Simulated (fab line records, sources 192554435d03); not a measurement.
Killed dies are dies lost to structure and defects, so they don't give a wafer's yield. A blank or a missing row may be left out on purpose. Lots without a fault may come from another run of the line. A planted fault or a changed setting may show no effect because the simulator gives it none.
Chamber matching | flow n5_finfet | N5_BEOL_M6_ETCH_61 on rie_diel-02: 4 sister chambers
The step etches SiARC in CF4, target depth 45.5 nm, time 75.8 s. 4 wafers are shown with their chamber, then 10 later ones without.

WAFERS WITH THEIR CHAMBER
wafer  | chamber | drypump_motor_current_A (A)
L080.3 | 3       | 5.7
L093.1 | 0       | 6.3
L092.3 | 1       | 5.5
L092.4 | 2       | 5.2

WAFERS WITHOUT THEIR CHAMBER
wafer  | drypump_motor_current_A (A)
L092.5 | 6.3
L094.1 | 5.5
L094.2 | 5.2
L094.5 | 5.2
L095.1 | 5.4
L095.5 | 5.2
L095.6 | 6.3
L096.3 | 5.5
L096.5 | 5.7
L096.6 | 6.3

WHICH CHAMBER EACH WENT THROUGH
wafer  | from the rows above | in truth
L092.5 | 0                   | 0
L094.1 | 1                   | 1
L094.2 | 2                   | 2
L094.5 | 2                   | 2
L095.1 | 1                   | 1
L095.5 | 2                   | 2
L095.6 | 0                   | 0
L096.3 | 1                   | 1
L096.5 | 3                   | 3
L096.6 | 0                   | 0
Placed correctly: 10 of 10. Can't be placed from these rows: 0. Placed wrongly: 0.
How it was worked out, from the rows above alone: a wafer's distance from a chamber is the root of the sum, over the readings, of the square of ((its reading less the chamber's mean) divided by the reading's scatter). The wafer belongs to the nearest chamber; if the next one is less than 2 further off, it can't be placed. A chamber's mean is the mean of its shown wafers. The scatter: with one shown wafer a chamber, the root of the mean of the squares of how far each hidden wafer lies from its nearest shown one.
